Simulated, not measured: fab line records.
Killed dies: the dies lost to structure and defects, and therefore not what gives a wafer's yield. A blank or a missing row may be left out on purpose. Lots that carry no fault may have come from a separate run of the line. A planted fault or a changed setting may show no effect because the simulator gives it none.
fab line records + flow n5Finfet
record
- lots=10
- wafers=28
- lastDay=19
route steps=1938 shown BEOL_M2@884 BEOL_M4@1111 PASSIVATION@1936
lots with no fault: from the same line, run without faults
startH: the number of hours between the record's first day and the start of the first shown wafer of the lot + waitH: how many hours have passed since the lot's step before this one + " the same as in the row above + L1.1+2: one row covering several wafers at once + - no value present, or no start provided + * or withheld: withheld + < > ~ a bound
route shown NAME@n: names a module that has steps shown in the file, with the first one's number in the route + usual: mean/standard deviation taken from wafers without a fault + same: alike in all rows + chamber/n: place in a boat + sites: the reading at each site + _std_site: the values' standard deviation + _edge_site: the outer-site mean with the inner-site mean subtracted + radiusMm: how far each site lies from the wafer's centre + mask NAME#n: copy n + behind: tool/chamber where the wafer was last shaped + hold: why the lot went on hold/how many hours it stayed there/how the hold came to an end + device: the transistor (n, p or np) that didn't switch + end of line: tests of these same wafers at the route's end + for a step that has no rows: nothing shown but its recipe + killed: count of dies lost to structure and defects at first sort (not the wafer's yield) + map: per-die view of a wafer (x killed, . not killed, _ where there is no die)
set.NAME: the setting that was run; set.NAME@STEP: the one run at that earlier step + model.NAME: the simulator's own value behind a step, which no gauge read
steps of the route over a sample of lots; a table a step, a row a wafer
services: from which hour (startH, from the record's first day; less than 0 if before it) a tool's chamber was out of use, for how many hours, and why
## steps
# step N5_BEOL_M2_ETCH_70
# recipe
- chemistry=N2/H2
- target=SOC
- targetDepthA=800
- overetchA=240
- maskMaterial=SiARC
- tempC=40
- timeS=130
- ionEnergyEv=200
- pressureMtorr=30
- sourceW=840
- biasW=150
- n2FlowSccm=200
- h2FlowSccm=200
# usual
- drypumpMotorCurrentA=5.8/0.45
- oesProductAu=0.55/0.054
- rfVppV=524.0/1.5
- showerheadPlenumPTorr=2.55/0.048
- tempC=39.98/0.1
- throttleValvePct=17.82/0.2
| lot.wafer | tool       | chamber | startH | waitH | drypumpMotorCurrentA | oesProductAu | rfHoursCounterH | rfVppV | showerheadPlenumPTorr | tempC | throttleValvePct |
|-----------|------------|---------|--------|-------|----------------------|--------------|-----------------|--------|-----------------------|-------|------------------|
| L902.2    | rieDiel-02 | 1       | 200.47 | 0.0   | 5.7                  | 0.54         | 182             | 524.0  | 2.54                  | 40.18 | 17.95            |
| L902.4    | "          | 2       | "      | "     | 4.9                  | 0.54         | 167             | 524.8  | 2.53                  | 39.77 | 18.11            |
| L902.6    | "          | 2       | "      | "     | 4.8                  | 0.54         | -               | 522.0  | 2.53                  | 39.94 | 18.11            |
| L903.1    | rieDiel-04 | 2       | 200.51 | 0.0   | 6.2                  | 0.55         | 191             | 523.9  | 2.52                  | 40.05 | 17.78            |
| L903.4    | "          | 1       | "      | "     | 5.4                  | 0.51         | 216             | 525.6  | 2.62                  | 39.97 | 17.80            |
| L903.6    | "          | 1       | "      | "     | 5.3                  | 0.52         | -               | 526.4  | 2.62                  | 39.92 | 17.80            |
| L905.1    | rieDiel-02 | 2       | 206.23 | 0.0   | 4.9                  | 0.54         | 170             | 523.1  | 2.53                  | 39.95 | 18.10            |
| L905.3    | "          | 1       | "      | "     | 5.7                  | 0.54         | 185             | 522.8  | 2.53                  | 39.86 | 17.94            |
| L905.4    | "          | 0       | "      | "     | 6.2                  | 0.62         | 68              | 524.8  | 2.57                  | 40.22 | 17.70            |
| L907.1    | rieDiel-04 | 2       | 221.86 | 0.0   | 6.2                  | 0.54         | 199             | 522.1  | 2.52                  | 39.86 | 17.80            |
| L907.2    | "          | 0       | "      | "     | 6.0                  | 0.50         | 241             | 521.7  | 2.51                  | 40.14 | 17.80            |
| L907.5    | "          | 1       | "      | "     | 5.3                  | 0.51         | -               | 525.1  | 2.62                  | 40.02 | 17.83            |
| L919.2    | rieDiel-02 | 2       | 251.11 | 0.0   | 4.9                  | 0.53         | 194             | 522.4  | 2.52                  | 39.97 | 18.16            |
| L919.3    | "          | 0       | "      | "     | 6.2                  | 0.60         | 90              | 523.8  | 2.56                  | 39.84 | 17.73            |
| L919.4    | "          | 0       | "      | "     | 6.2                  | 0.60         | -               | 524.8  | 2.56                  | 39.97 | 17.71            |
| L915.3    | rieDiel-02 | 2       | 258.53 | 0.0   | 4.9                  | 0.52         | 198             | 524.1  | 2.52                  | 39.88 | 18.16            |
| L915.5    | "          | 2       | "      | "     | 4.9                  | 0.52         | -               | 522.9  | 2.52                  | 40.18 | 18.17            |
| L917.2    | rieDiel-04 | 2       | 268.37 | 0.0   | 6.2                  | 0.53         | 218             | 523.4  | 2.51                  | 40.12 | 17.83            |
| L917.4    | "          | 1       | "      | "     | 5.4                  | 0.50         | 243             | 526.1  | 2.61                  | 39.90 | 17.85            |
| L918.1    | rieDiel-04 | 1       | 274.76 | 0.0   | 5.3                  | 0.50         | 246             | 525.0  | 2.61                  | 40.00 | 17.85            |
| L918.3    | "          | 0       | "      | "     | 6.0                  | 0.68         | 4               | 523.8  | 2.50                  | 39.92 | 17.42            |
| L918.4    | "          | 0       | "      | "     | 6.0                  | 0.69         | -               | 523.3  | 2.50                  | 39.85 | 17.42            |
| L906.1    | rieDiel-02 | 2       | 296.53 | 0.0   | 4.9                  | 0.52         | 214             | 523.3  | 2.52                  | 40.10 | 18.20            |
| L906.2    | "          | 1       | "      | "     | 5.7                  | 0.52         | 223             | 525.6  | 2.52                  | 40.00 | 18.00            |
| L906.6    | "          | 0       | "      | "     | 6.2                  | 0.59         | -               | 522.6  | 2.55                  | 40.03 | 17.75            |
| L924.1    | rieDiel-02 | 2       | 301.14 | 0.0   | 4.9                  | 0.51         | 215             | 524.3  | 2.51                  | 40.01 | 18.20            |
| L924.2    | "          | 3       | "      | "     | 5.9                  | 0.68         | 13              | 525.4  | 2.60                  | 39.96 | 17.67            |
| L924.6    | "          | 2       | "      | "     | 4.9                  | 0.51         | -               | 523.9  | 2.51                  | 40.06 | 18.19            |
# step N5_BEOL_M2_ALD_84
# recipe
- material=TaN
- targetThkA=*
- tempC=275
- aldPrecursorFamily=PDMAT
- aldCoReactant=NH3
- pressureTorr=3
- carrierFlowSccm=1500
- pulseTimeS=2
- purgeTimeS=3
- coReactantPurgeTimeS=2
- coReactantPulseTimeS=3
- aldCycles=30
- precursorVesselTempC=75
- precursorVesselPressureTorr=26.25
- precursorVesselCarrierSccm=1000
# usual
- aldCycles=30/0
- heaterPowerW=428/29
- precursorVesselPressureTorr=26.25/0.048
# same
- pulseTimeS=2
- purgeTimeS=3
| lot.wafer | tool        | chamber | startH | waitH | aldCycles | heaterPowerW | precursorVesselPressureTorr |
|-----------|-------------|---------|--------|-------|-----------|--------------|-----------------------------|
| L902.2    | aldMetal-03 | 0       | 201.29 | 0.0   | 30        | 427          | 26.20                       |
| L902.4    | "           | 1       | "      | "     | 30        | 380          | 26.31                       |
| L902.6    | "           | 0       | "      | "     | 30        | 422          | 26.22                       |
| L903.1    | aldMetal-01 | 0       | 201.32 | 0.0   | 30        | 464          | 26.25                       |
| L903.4    | "           | 1       | "      | "     | 30        | 390          | 26.24                       |
| L903.6    | "           | 1       | "      | "     | 30        | 385          | 26.25                       |
| L905.1    | aldMetal-02 | 3       | 207.46 | 0.1   | 30        | 461          | 26.27                       |
| L905.3    | "           | 1       | "      | "     | 30        | 426          | 26.35                       |
| L905.4    | "           | 3       | "      | "     | 30        | 457          | 26.24                       |
| L907.1    | aldMetal-03 | 1       | 222.55 | 0.1   | 30        | 374          | 26.28                       |
| L907.2    | "           | 2       | "      | "     | 30        | 444          | 26.28                       |
| L907.5    | "           | 0       | "      | "     | 30        | 414          | 26.27                       |
| L919.2    | aldMetal-03 | 1       | 251.94 | 0.0   | 30        | 379          | 26.24                       |
| L919.3    | "           | 3       | "      | "     | 30        | 451          | 26.26                       |
| L919.4    | "           | 0       | "      | "     | 30        | 429          | 26.28                       |
| L915.3    | aldMetal-03 | 3       | 259.32 | 0.0   | 30        | 449          | 26.27                       |
| L915.5    | "           | 2       | "      | "     | 32        | 415          | 26.21                       |
| L917.2    | aldMetal-03 | 1       | 269.14 | 0.0   | 30        | 379          | 26.27                       |
| L917.4    | "           | 0       | "      | "     | 32        | 416          | 26.27                       |
| L918.1    | aldMetal-03 | 3       | 275.78 | 0.0   | 30        | 452          | 26.24                       |
| L918.3    | "           | 2       | "      | "     | 30        | 427          | 26.32                       |
| L918.4    | "           | 1       | "      | "     | 32        | 373          | 26.24                       |
| L906.1    | aldMetal-02 | 3       | 297.70 | 0.3   | 30        | 463          | 26.21                       |
| L906.2    | "           | 1       | "      | "     | 30        | 425          | 26.26                       |
| L906.6    | "           | 2       | "      | "     | 30        | 411          | 26.28                       |
| L924.1    | aldMetal-01 | 3       | 302.00 | 0.1   | 30        | 459          | 26.16                       |
| L924.2    | "           | 0       | "      | "     | 30        | 449          | 26.23                       |
| L924.6    | "           | 3       | "      | "     | 30        | 460          | 26.23                       |
# step N5_BEOL_M2_SURFACE_TREAT_85
# recipe
- gas=Ar
- timeS=*
- ionEnergyEv=*
- ionCurrentMaCm2=0.5
- pressureMtorr=*
- arFlowSccm=30
# usual
- throttleValvePct=*
| lot.wafer | tool          | chamber | startH | waitH | throttleValvePct |
|-----------|---------------|---------|--------|-------|------------------|
| L902.2    | pvdSputter-02 | -       | 201.51 | 0.1   | *                |
| L902.4    | "             | -       | "      | "     | *                |
| L902.6    | "             | -       | "      | "     | *                |
| L903.1    | pvdSputter-02 | -       | 201.55 | 0.1   | *                |
| L903.4    | "             | -       | "      | "     | *                |
| L903.6    | "             | -       | "      | "     | *                |
| L905.1    | pvdSputter-03 | -       | 207.70 | 0.1   | *                |
| L905.3    | "             | -       | "      | "     | *                |
| L905.4    | "             | -       | "      | "     | *                |
| L907.1    | pvdSputter-03 | -       | 222.86 | 0.2   | *                |
| L907.2    | "             | -       | "      | "     | *                |
| L907.5    | "             | -       | "      | "     | *                |
| L919.2    | pvdSputter-02 | -       | 252.32 | 0.3   | *                |
| L919.3    | "             | -       | "      | "     | *                |
| L919.4    | "             | -       | "      | "     | *                |
| L915.3    | pvdSputter-03 | -       | 259.55 | 0.1   | *                |
| L915.5    | "             | -       | "      | "     | *                |
| L917.2    | pvdSputter-03 | -       | 269.52 | 0.3   | *                |
| L917.4    | "             | -       | "      | "     | *                |
| L918.1    | pvdSputter-03 | -       | 276.06 | 0.2   | *                |
| L918.3    | "             | -       | "      | "     | *                |
| L918.4    | "             | -       | "      | "     | *                |
| L906.1    | pvdSputter-01 | -       | 297.98 | 0.2   | *                |
| L906.2    | "             | -       | "      | "     | *                |
| L906.6    | "             | -       | "      | "     | *                |
| L924.1    | pvdSputter-01 | -       | 302.23 | 0.1   | *                |
| L924.2    | "             | -       | "      | "     | *                |
| L924.6    | "             | -       | "      | "     | *                |
# step N5_BEOL_M2_SPUTTER_79
# recipe
- material=Cu
- targetThkA=45
- tempC=-20
- chamberPressurePa=0.07
- powerW=withheld
- timeS=8.29
# usual
- throttleValvePct=29.9/1
| lot.wafer | tool          | chamber | startH | waitH | throttleValvePct |
|-----------|---------------|---------|--------|-------|------------------|
| L902.2    | pvdSputter-01 | -       | 201.95 | 0.1   | 30.4             |
| L902.4    | "             | -       | "      | "     | 30.6             |
| L902.6    | "             | -       | "      | "     | 30.5             |
| L903.1    | pvdSputter-02 | -       | 202.03 | 0.1   | 27.5             |
| L903.4    | "             | -       | "      | "     | 30.2             |
| L903.6    | "             | -       | "      | "     | 27.3             |
| L905.1    | pvdSputter-01 | -       | 208.18 | 0.1   | 30.2             |
| L905.3    | "             | -       | "      | "     | 29.6             |
| L905.4    | "             | -       | "      | "     | 28.9             |
| L907.1    | pvdSputter-03 | -       | 223.30 | 0.1   | 29.0             |
| L907.2    | "             | -       | "      | "     | 31.0             |
| L907.5    | "             | -       | "      | "     | 30.9             |
| L919.2    | pvdSputter-02 | -       | 252.90 | 0.1   | 27.1             |
| L919.3    | "             | -       | "      | "     | 30.0             |
| L919.4    | "             | -       | "      | "     | 31.0             |
| L915.3    | pvdSputter-02 | -       | 260.05 | 0.1   | 27.3             |
| L915.5    | "             | -       | "      | "     | 27.2             |
| L917.2    | pvdSputter-03 | -       | 270.10 | 0.1   | 29.7             |
| L917.4    | "             | -       | "      | "     | 30.6             |
| L918.1    | pvdSputter-03 | -       | 276.60 | 0.1   | 30.7             |
| L918.3    | "             | -       | "      | "     | 29.8             |
| L918.4    | "             | -       | "      | "     | 29.1             |
| L906.1    | pvdSputter-01 | -       | 298.44 | 0.1   | 29.0             |
| L906.2    | "             | -       | "      | "     | 29.4             |
| L906.6    | "             | -       | "      | "     | 28.9             |
| L924.1    | pvdSputter-03 | -       | 302.94 | 0.1   | 30.6             |
| L924.2    | "             | -       | "      | "     | 29.9             |
| L924.6    | "             | -       | "      | "     | 31.1             |
# step N5_BEOL_M4_RC_MEAS_101
# usual
- DIBL_N=36.0/1.3
- DIBL_P=36.2/1.7
- IOFF_N=0.155/0.024
- IOFF_P=0.21/0.034
- ION_N=674/9
- ION_P=463/7.1
- SS_N=71.4/0.5
- SS_P=73.4/0.57
- VT_N=250.0/2.8
- VT_P=-251/3.2
| lot.wafer | tool      | chamber | startH | waitH | DIBL_N[mV/V] | DIBL_P[mV/V] | IOFF_N[nA/um] | IOFF_P[nA/um] | ION_N[uA/um] | ION_P[uA/um] | SS_N[mV/dec] | SS_P[mV/dec] | VT_N[mV] | VT_P[mV] |
|-----------|-----------|---------|--------|-------|--------------|--------------|---------------|---------------|--------------|--------------|--------------|--------------|----------|----------|
| L902.2    | prober-01 | 0       | 244.66 | 0.3   | 35.0         | 35.0         | 0.125         | 0.17          | 663          | 455          | 71.2         | 73.1         | 253.3    | -254     |
| L902.4    | "         | 0       | "      | "     | 37.0         | 37.2         | 0.158         | 0.20          | 673          | 454          | 72.1         | 73.6         | 252.0    | -251     |
| L902.6    | "         | 0       | "      | "     | 36.8         | 37.1         | 0.155         | 0.20          | 667          | 458          | 71.5         | 73.3         | 248.5    | -251     |
| L903.1    | prober-01 | 0       | 249.90 | 0.0   | 35.8         | 35.3         | 0.143         | 0.18          | 675          | 457          | 71.1         | 72.9         | 250.7    | -252     |
| L903.4    | "         | 0       | "      | "     | 35.7         | 35.4         | 0.144         | 0.19          | 675          | 458          | 70.8         | 73.4         | 251.6    | -252     |
| L903.6    | "         | 0       | "      | "     | 37.3         | 37.0         | 0.171         | 0.20          | 680          | 459          | 71.6         | 73.3         | 249.7    | -251     |
| L905.1    | prober-01 | 0       | 258.53 | 0.0   | 36.0         | 37.6         | 0.164         | 0.23          | 681          | 467          | 71.3         | 73.5         | 247.5    | -249     |
| L905.3    | "         | 0       | "      | "     | 36.1         | 37.5         | 0.170         | 0.24          | 684          | 474          | 71.3         | 72.8         | 249.1    | -248     |
| L905.4    | "         | 0       | "      | "     | 35.8         | 36.5         | 0.153         | 0.21          | 684          | 473          | 71.1         | 73.8         | 250.3    | -250     |
| L907.1    | prober-02 | 0       | 265.81 | 0.0   | 33.4         | 33.2         | 0.119         | 0.16          | 674          | 468          | 70.7         | 72.5         | 250.9    | -252     |
| L907.2    | "         | 0       | "      | "     | 37.6         | 38.7         | 0.184         | 0.24          | 687          | 469          | 71.9         | 74.5         | 246.6    | -245     |
| L907.5    | "         | 0       | "      | "     | 34.8         | 34.7         | 0.129         | 0.19          | 670          | 466          | 71.7         | 72.3         | 250.3    | -252     |
| L919.2    | prober-02 | 0       | 296.02 | 0.2   | 38.0         | 38.1         | 0.182         | 0.29          | 677          | 472          | 71.6         | 74.0         | 249.0    | -244     |
| L919.3    | "         | 0       | "      | "     | 38.5         | 38.8         | 0.194         | 0.30          | 677          | 472          | 72.2         | 74.7         | 250.4    | -244     |
| L919.4    | "         | 0       | "      | "     | 37.6         | 37.3         | 0.169         | 0.27          | 682          | 474          | 71.2         | 73.8         | 250.2    | -244     |
| L915.3    | prober-01 | 0       | 310.47 | 0.3   | 34.8         | 35.8         | 0.141         | 0.19          | 666          | 463          | 72.3         | 73.6         | 248.4    | -253     |
| L915.5    | "         | 0       | "      | "     | 34.8         | 36.5         | 0.150         | 0.21          | 667          | 464          | 72.2         | 72.3         | 252.6    | -249     |
| L917.2    | prober-02 | 0       | 319.44 | 0.2   | 38.0         | 38.0         | 0.180         | 0.24          | 680          | 466          | 71.8         | 73.8         | 249.6    | -252     |
| L917.4    | "         | 0       | "      | "     | 36.2         | 36.0         | 0.142         | 0.20          | 664          | 459          | 71.0         | 73.3         | 249.0    | -252     |
| L918.1    | prober-01 | 0       | 322.20 | 0.0   | 35.4         | 37.6         | 0.143         | 0.19          | 670          | 459          | 71.4         | 73.7         | 252.1    | -254     |
| L918.3    | "         | 0       | "      | "     | 34.7         | 37.2         | 0.137         | 0.18          | 666          | 456          | 71.4         | 73.1         | 250.1    | -253     |
| L918.4    | "         | 0       | "      | "     | 35.4         | 38.1         | 0.149         | 0.20          | 676          | 467          | 72.0         | 73.9         | 250.3    | -251     |
| L906.1    | prober-02 | 0       | 347.29 | 0.0   | 36.1         | 37.0         | 0.162         | 0.20          | 674          | 458          | 71.9         | 73.4         | 249.5    | -251     |
| L906.2    | "         | 0       | "      | "     | 36.3         | 37.2         | 0.155         | 0.20          | 663          | 451          | 71.7         | 72.9         | 251.1    | -254     |
| L906.6    | "         | 0       | "      | "     | 34.5         | 35.2         | 0.132         | 0.18          | 660          | 453          | 71.2         | 73.7         | 252.5    | -254     |
| L924.1    | prober-01 | 0       | 347.71 | 0.0   | 35.7         | 34.9         | 0.135         | 0.20          | 676          | 464          | 70.9         | 73.0         | 251.9    | -251     |
| L924.2    | "         | 0       | "      | "     | 34.8         | 34.3         | 0.120         | 0.19          | 668          | 464          | 71.0         | 72.4         | 255.6    | -249     |
| L924.6    | "         | 0       | "      | "     | 34.3         | 34.5         | 0.121         | 0.19          | 664          | 464          | 70.4         | 72.5         | 253.3    | -250     |
# step N5_PASSIVATION_PROBE_49
# usual
- defectLimitedYield=90.8/1.7
- killed_at_M0_to_M3=37/12
- killed_at_M4_up=15/5.6
- killedAtContacts=13/6.9
- killedAtFrontEnd=40/11
- killedAtOther=4/3.2
- killedDies=109/20
- killedOpen=73/15
- killedShort=35/8.3
- sort_bin_5_function=5.4/1.1
- sort_bin_6_memory=3.5/0.73
- sortNPass=1071/20
- sortYieldPct=90.8/1.7
# same
- grossDies=1180
- killedAtBackSide=0
- sort_bin_4_leakage[%]=0
- sort_bin_8_speed[%]=0
| lot.wafer | tool      | chamber | startH | waitH | defectLimitedYield[%] | killed_at_M0_to_M3 | killed_at_M4_up | killedAtContacts | killedAtFrontEnd | killedAtOther | killedDies | killedOpen | killedShort | sort_bin_5_function[%] | sort_bin_6_memory[%] | sortNPass | sortYieldPct[%] |
|-----------|-----------|---------|--------|-------|-----------------------|--------------------|-----------------|------------------|------------------|---------------|------------|------------|-------------|------------------------|----------------------|-----------|-----------------|
| L905.1    | prober-02 | -       | 363.73 | 0.0   | 90.3                  | 34                 | 10              | 24               | 43               | 4             | 115        | 74         | 39          | 5.5                    | 3.7                  | 1065      | 90.3            |
| L905.3    | prober-02 | -       | 363.83 | 0.1   | 91.8                  | 30                 | 10              | 15               | 42               | 0             | 97         | 63         | 33          | 5.0                    | 3.0                  | 1083      | 91.8            |
| L905.4    | prober-02 | -       | 363.88 | 0.2   | 91.4                  | 23                 | 10              | 18               | 46               | 4             | 101        | 62         | 37          | 4.6                    | 3.6                  | 1079      | 91.4            |
| L917.2    | prober-01 | -       | 425.93 | 0.1   | 90.8                  | 42                 | 13              | 14               | 38               | 1             | 108        | 64         | 44          | 5.9                    | 3.0                  | 1072      | 90.8            |
| L917.4    | prober-01 | -       | 426.03 | 0.2   | 90.1                  | 38                 | 17              | 17               | 37               | 8             | 117        | 69         | 48          | 5.3                    | 4.4                  | 1063      | 90.1            |
| L918.1    | prober-01 | -       | 431.19 | 0.0   | 90.4                  | 20                 | 26              | 16               | 44               | 7             | 113        | 79         | 33          | 5.7                    | 3.4                  | 1067      | 90.4            |
| L918.3    | prober-01 | -       | 431.29 | 0.1   | 92.0                  | 24                 | 21              | 9                | 38               | 2             | 94         | 57         | 37          | 5.2                    | 2.5                  | 1086      | 92.0            |
| L918.4    | prober-01 | -       | 431.34 | 0.2   | 89.9                  | 48                 | 10              | 8                | 51               | 2             | 119        | 80         | 38          | 5.8                    | 4.0                  | 1061      | 89.9            |
# killed by level:class
L905.1 MOL_CONTACT_COAG:geometricParticle:open=19 STI_FIN_REVEAL:geometricParticle:open=12 BEOL_M2:geometricParticle:open=10 FIN_SAQP:geometricParticle:short=7 BEOL_M0_SAQP:geometricParticle:short=6 MOL_CONTACT_COAG:geometricParticle:short=5 BEOL_M0:geometricParticle:open=5 FIN_SAQP:geometricParticle:open=4
L905.3 BEOL_M2:geometricParticle:open=13 STI_FIN_REVEAL:geometricParticle:open=11 MOL_CONTACT_COAG:geometricParticle:open=11 FIN_SAQP:geometricParticle:short=7 FIN_SAQP:geometricParticle:open=5 MOL_CONTACT_COAG:geometricParticle:short=4 BEOL_M0_SAQP:geometricParticle:short=4 BEOL_M1:geometricParticle:open=4
L905.4 MOL_CONTACT_COAG:geometricParticle:open=13 FIN_SAQP:geometricParticle:open=10 BEOL_M2:geometricParticle:open=9 FIN_SAQP:geometricParticle:short=6 STI_FIN_REVEAL:geometricParticle:open=6 STI_FIN_REVEAL:geometricParticle:short=5 DUMMY_GATE:geometricParticle:open=5 MOL_CONTACT_COAG:geometricParticle:short=5
L917.2 BEOL_M2:geometricParticle:open=16 FIN_SAQP:geometricParticle:open=9 MOL_CONTACT_COAG:geometricParticle:open=9 GATE_CUT:geometricParticle:short=8 FIN_SAQP:geometricParticle:short=7 BEOL_M0_SAQP:geometricParticle:short=6 BEOL_M2:geometricParticle:short=6 BEOL_M5:geometricParticle:open=6
L917.4 MOL_CONTACT_COAG:geometricParticle:open=14 BEOL_M0_SAQP:geometricParticle:short=9 FIN_SAQP:geometricParticle:open=7 GATE_CUT:geometricParticle:short=7 BEOL_M2:geometricParticle:open=6 BEOL_M2:geometricParticle:short=6 BEOL_M3:geometricParticle:open=6 BEOL_M4:geometricParticle:open=6
L918.1 MOL_CONTACT_COAG:geometricParticle:open=13 STI_FIN_REVEAL:geometricParticle:open=9 BEOL_M4:geometricParticle:open=9 FIN_SAQP:geometricParticle:open=7 FIN_SAQP:geometricParticle:short=6 BEOL_M3:geometricParticle:open=6 BEOL_M5:geometricParticle:open=6 BEOL_M7:geometricParticle:open=5
L918.3 BEOL_M4:geometricParticle:open=15 FIN_SAQP:geometricParticle:open=12 FIN_SAQP:geometricParticle:short=7 MOL_CONTACT_COAG:geometricParticle:open=6 BEOL_M0_SAQP:geometricParticle:short=6 BEOL_M0_SAQP:geometricParticle:open=5 STI_FIN_REVEAL:geometricParticle:open=4 BEOL_M3:geometricParticle:open=4
L918.4 FIN_SAQP:geometricParticle:open=18 FIN_SAQP:geometricParticle:short=15 BEOL_M0_SAQP:geometricParticle:open=11 BEOL_M0_SAQP:geometricParticle:short=10 STI_FIN_REVEAL:geometricParticle:open=7 MOL_CONTACT_COAG:geometricParticle:open=7 BEOL_M1:geometricParticle:open=7 BEOL_M3:geometricParticle:open=7
## services
| tool        | chamber | startH | hours | kind                        |
|-------------|---------|--------|-------|-----------------------------|
| rieDiel-02  | -       | 187.57 | 0.5   | repair                      |
| aldMetal-02 | -       | 198.58 | 0.5   | repair                      |
| aldMetal-02 | 2       | 200.19 | 24.2  | repair                      |
| rieDiel-02  | 1       | 217.15 | 5.2   | repair                      |
| rieDiel-04  | 3       | 230.56 | 7.6   | repair                      |
| rieDiel-02  | 3       | 237.75 | -     | clean                       |
| rieDiel-02  | 3       | 237.75 | -     | consumableReplace:esc       |
| rieDiel-02  | 3       | 237.75 | -     | consumableReplace:focusRing |
| rieDiel-02  | 3       | 237.75 | 29.9  | scheduledDown               |
| rieDiel-02  | 3       | 237.75 | 29.9  | ventCycle                   |
| rieDiel-04  | 0       | 244.50 | -     | clean                       |
| rieDiel-04  | 0       | 244.50 | -     | consumableReplace:focusRing |
| rieDiel-04  | 0       | 244.50 | 19.1  | scheduledDown               |
| rieDiel-04  | 0       | 244.50 | 19.1  | ventCycle                   |
| aldMetal-02 | -       | 248.04 | 8.7   | pm                          |
| rieDiel-04  | 2       | 263.68 | 2.8   | repair                      |
| aldMetal-02 | 3       | 264.80 | 3.0   | repair                      |
| rieDiel-04  | 3       | 271.32 | -     | clean                       |
| rieDiel-04  | 3       | 271.32 | -     | consumableReplace:focusRing |
| rieDiel-04  | 3       | 271.32 | 13.8  | scheduledDown               |
| rieDiel-04  | 3       | 271.32 | 13.8  | ventCycle                   |
| rieDiel-04  | -       | 278.67 | 4.3   | pm                          |
| rieDiel-04  | 1       | 290.93 | -     | clean                       |
| aldMetal-02 | -       | 301.82 | 2.9   | repair                      |
## key
firstSign
- step=N5_BEOL_M2_ALD_84
- reading=aldCycles
- direction=up
- sigmas=99+
- usual=*
- struck=*
effect none on later readings
metAt N5_BEOL_M2_ALD_84
struckLots L915,L917,L918
struckWafers L915.5,L917.4,L918.4
notActingAt N5_BEOL_M2_ETCH_70,N5_BEOL_M2_SURFACE_TREAT_85,N5_BEOL_M2_SPUTTER_79
onsetBetween 251.94 259.32
fault
- kind=processParameterDrift
- tool=aldMetal-03
- chamber=-
- onsetH=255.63
- steps=N5_BEOL_M2_ALD_84
- channel=aldCycles
- offset=*
- shape=step
- endH=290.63
- scope=struckWafersOnly
- actsIn=*
- stated=*
